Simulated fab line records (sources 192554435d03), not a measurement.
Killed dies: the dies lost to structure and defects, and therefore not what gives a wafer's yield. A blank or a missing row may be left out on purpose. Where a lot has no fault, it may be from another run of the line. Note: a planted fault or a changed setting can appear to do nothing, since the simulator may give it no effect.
Split-lot study :: flow n5-finfet :: 21 wafers read from 7 lots, route of 1938 steps

THE SPLIT
At N5_BEOL_M8_TRENCH_ETCH_37 (etches SiCOH lowk in C4F6/O2, target depth 93.478 nm, time 31.2 s), the setting time-s was moved away from the recipe's 31.2 s on 5 of the 21 wafers read, by -15.8% to +19.8%. For the rest of the wafers, this setting stayed at what the recipe calls for.

FROM THE SPLIT TO THE READING: what the file shows between them, 11 steps
- N5_BEOL_M8_ETCH_41: etches SiCN in CH3F/O2, target depth 31.9 nm, time 57.8 s
- N5_BEOL_M8_STRIP_80: strips in N2/H2, time 10 s
- N5_BEOL_M8_OCD_MEAS_38
- N5_BEOL_M8_HM_STRIP_39: strips TiN in peroxide tin strip, target depth 25 nm, time 158 s
- N5_BEOL_M8_SRD_40: time 30 s
- N5_BEOL_M8_ECD_50: material Cu, target thk 300 nm
- N5_BEOL_M8_ANNEAL_51: time 90 s
- N5_BEOL_M8_CMP_52: polishes, stops on SiCOH lowk, t overpolish 6.9 s, target thk 80 nm
- N5_BEOL_M8_THK_MEAS_53: measures by xrf
- N5_BEOL_M8_PRE_CLEAN_55: time 15 s
- N5_BEOL_M8_DEP_56: deposits SiCN from 3MS/NH3, target thk 10 nm, time 17.5 s

THE READING
Measured at N5_BEOL_M8_RS_MEAS_57 by four-point probe: M8_RS, in ohm/sq. Typical for fault-free wafers on this fab line: 0.287 ohm/sq, with standard deviation 0.012 ohm/sq.

wafer: L075.1
tool, chamber at the split: rie-diel-04, 1
time-s as run, s: 31.2
against the recipe: recipe
M8_RS, ohm/sq: 0.290
against lot-mates on the recipe: -

wafer: L075.4
tool, chamber at the split: rie-diel-04, 2
time-s as run, s: 31.2
against the recipe: recipe
M8_RS, ohm/sq: 0.274
against lot-mates on the recipe: -

wafer: L075.5
tool, chamber at the split: rie-diel-04, 0
time-s as run, s: 31.2
against the recipe: recipe
M8_RS, ohm/sq: 0.295
against lot-mates on the recipe: -

wafer: L083.3
tool, chamber at the split: rie-diel-01, 0
time-s as run, s: 31.2
against the recipe: recipe
M8_RS, ohm/sq: 0.305
against lot-mates on the recipe: -

wafer: L083.5
tool, chamber at the split: rie-diel-01, 3
time-s as run, s: 31.2
against the recipe: recipe
M8_RS, ohm/sq: 0.278
against lot-mates on the recipe: -

wafer: L083.6
tool, chamber at the split: rie-diel-01, 2
time-s as run, s: 31.2
against the recipe: recipe
M8_RS, ohm/sq: 0.303
against lot-mates on the recipe: -

wafer: L080.1
tool, chamber at the split: rie-diel-03, 2
time-s as run, s: 31.2
against the recipe: recipe
M8_RS, ohm/sq: 0.276
against lot-mates on the recipe: -

wafer: L080.3
tool, chamber at the split: rie-diel-03, 1
time-s as run, s: 37.12
against the recipe: +19.0%
M8_RS, ohm/sq: 0.218
against lot-mates on the recipe: -0.060

wafer: L080.5
tool, chamber at the split: rie-diel-03, 2
time-s as run, s: 31.2
against the recipe: recipe
M8_RS, ohm/sq: 0.279
against lot-mates on the recipe: -

wafer: L084.1
tool, chamber at the split: rie-diel-03, 1
time-s as run, s: 37.39
against the recipe: +19.8%
M8_RS, ohm/sq: 0.214
against lot-mates on the recipe: -0.070

wafer: L084.2
tool, chamber at the split: rie-diel-03, 0
time-s as run, s: 31.2
against the recipe: recipe
M8_RS, ohm/sq: 0.288
against lot-mates on the recipe: -

wafer: L084.3
tool, chamber at the split: rie-diel-03, 3
time-s as run, s: 31.2
against the recipe: recipe
M8_RS, ohm/sq: 0.281
against lot-mates on the recipe: -

wafer: L090.3
tool, chamber at the split: rie-diel-01, 2
time-s as run, s: 31.2
against the recipe: recipe
M8_RS, ohm/sq: 0.300
against lot-mates on the recipe: -

wafer: L090.4
tool, chamber at the split: rie-diel-01, 3
time-s as run, s: 26.27
against the recipe: -15.8%
M8_RS, ohm/sq: 0.376
against lot-mates on the recipe: +0.077

wafer: L090.6
tool, chamber at the split: rie-diel-01, 2
time-s as run, s: 31.2
against the recipe: recipe
M8_RS, ohm/sq: 0.299
against lot-mates on the recipe: -

wafer: L088.1
tool, chamber at the split: rie-diel-01, 3
time-s as run, s: 26.42
against the recipe: -15.3%
M8_RS, ohm/sq: 0.363
against lot-mates on the recipe: +0.083

wafer: L088.3
tool, chamber at the split: rie-diel-01, 1
time-s as run, s: 26.42
against the recipe: -15.3%
M8_RS, ohm/sq: 0.356
against lot-mates on the recipe: +0.076

wafer: L088.4
tool, chamber at the split: rie-diel-01, 0
time-s as run, s: 31.2
against the recipe: recipe
M8_RS, ohm/sq: 0.280
against lot-mates on the recipe: -

wafer: L093.1
tool, chamber at the split: rie-diel-04, 1
time-s as run, s: 31.2
against the recipe: recipe
M8_RS, ohm/sq: 0.278
against lot-mates on the recipe: -

wafer: L093.3
tool, chamber at the split: rie-diel-04, 0
time-s as run, s: 31.2
against the recipe: recipe
M8_RS, ohm/sq: 0.299
against lot-mates on the recipe: -

wafer: L093.6
tool, chamber at the split: rie-diel-04, 2
time-s as run, s: 31.2
against the recipe: recipe
M8_RS, ohm/sq: 0.279
against lot-mates on the recipe: -

THE FIT
A straight line over all 21 wafers: M8_RS changes by -0.00432 ohm/sq for each +1% of time-s; r = -0.96; the points scatter about the line by 0.011 ohm/sq.
The same after taking each lot's own level away (the mean of its wafers on the recipe; 21 wafers): -0.00417 ohm/sq for each +1%; r = -0.96; scatter 0.01 ohm/sq.
The reading moves by 0.083 ohm/sq for the largest change in time-s, on that fit.
The lots' own levels span 0.2775 to 0.2995 ohm/sq, that is 1.8 times the standard deviation above.
So the lot-to-lot level changes the slope little: the two slopes agree.
Check: for one of the wafers moved furthest among these (+19.8%), held out of the fit, the line's prediction against its lot-mates is -0.0835 ohm/sq. Against them it came out at -0.0705 ohm/sq.

THE WHOLE CHAIN: every reading that the file lists as answering this split, in the file's order
step: N5_BEOL_M8_TRENCH_ETCH_37
what it does: etches SiCOH lowk in C4F6/O2, target depth 93.478 nm, time 31.2 s
reading: etch.depth-nm (the simulator's own value, which no gauge read)
change (the file's fit): +0.923 nm for each +1% of the setting
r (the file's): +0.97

step: N5_BEOL_M8_TRENCH_ETCH_37
what it does: etches SiCOH lowk in C4F6/O2, target depth 93.478 nm, time 31.2 s
reading: BEOL_M8.feature-depth-nm (the simulator's own value, which no gauge read)
change (the file's fit): +0.922 nm for each +1% of the setting
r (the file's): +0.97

step: N5_BEOL_M8_OCD_MEAS_38
what it does: 
reading: trench-depth-nm
change (the file's fit): +0.922 nm for each +1% of the setting
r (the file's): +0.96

step: N5_BEOL_M8_CMP_52
what it does: polishes, stops on SiCOH lowk, t overpolish 6.9 s, target thk 80 nm
reading: Cu_of_BEOL_M8_ECD_50.thk-nm (the simulator's own value, which no gauge read)
change (the file's fit): +1.02 nm for each +1% of the setting
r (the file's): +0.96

step: N5_BEOL_M8_THK_MEAS_53
what it does: measures by xrf
reading: M8_THK
change (the file's fit): +1.03 for each +1% of the setting
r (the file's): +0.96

step: N5_BEOL_M8_RS_MEAS_57
what it does: measures by four-point-probe
reading: M8_RS
change (the file's fit): -0.00402 for each +1% of the setting
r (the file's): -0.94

THE FILE'S OWN FIT
M8_RS changes by -0.00402 ohm/sq for each +1% of time-s, r = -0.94.
